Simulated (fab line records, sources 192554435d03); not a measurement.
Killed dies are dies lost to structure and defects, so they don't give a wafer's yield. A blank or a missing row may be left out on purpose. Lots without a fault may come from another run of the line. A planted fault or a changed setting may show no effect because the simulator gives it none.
Chamber matching | flow n5_finfet | N5_DUMMY_GATE_ETCH_42 on rie_diel-06: 4 sister chambers
The step etches SiO2 in CHF3/O2, target depth 3.5 nm, time 31 s. 8 wafers are shown with their chamber, then 8 later ones without.

WAFERS WITH THEIR CHAMBER
wafer  | chamber | showerhead_plenum_p_Torr (Torr) | throttle_valve_pct (%)
L076.1 | 1       | 2.37                            | 18.42
L080.2 | 2       | 2.54                            | 18.54
L084.5 | 1       | 2.36                            | 18.41
L084.6 | 0       | 2.30                            | 18.85
L085.4 | 2       | 2.54                            | 18.55
L085.5 | 3       | 2.50                            | 18.65
L085.6 | 0       | 2.30                            | 18.84
L086.1 | 3       | 2.49                            | 18.63

WAFERS WITHOUT THEIR CHAMBER
wafer  | showerhead_plenum_p_Torr (Torr) | throttle_valve_pct (%)
L086.3 | 2.54                            | 18.55
L086.4 | 2.36                            | 18.42
L093.1 | 2.54                            | 18.56
L093.3 | 2.49                            | 18.67
L093.4 | 2.36                            | 18.45
L097.2 | 2.29                            | 18.87
L097.3 | 2.53                            | 18.59
L097.6 | 2.29                            | 18.90

WHICH CHAMBER EACH WENT THROUGH
wafer  | from the rows above | in truth
L086.3 | 2                   | 2
L086.4 | 1                   | 1
L093.1 | 2                   | 2
L093.3 | 3                   | 3
L093.4 | 1                   | 1
L097.2 | 0                   | 0
L097.3 | 2                   | 2
L097.6 | 0                   | 0
Placed correctly: 8 of 8. Can't be placed from these rows: 0. Placed wrongly: 0.
How it was worked out, from the rows above alone: a wafer's distance from a chamber is the root of the sum, over the readings, of the square of ((its reading less the chamber's mean) divided by the reading's scatter). The wafer belongs to the nearest chamber; if the next one is less than 2 further off, it can't be placed. A chamber's mean is the mean of its shown wafers. The scatter: the root of (the sum of the squares of (reading less its chamber's mean) over the shown wafers, divided by (wafers less chambers)).
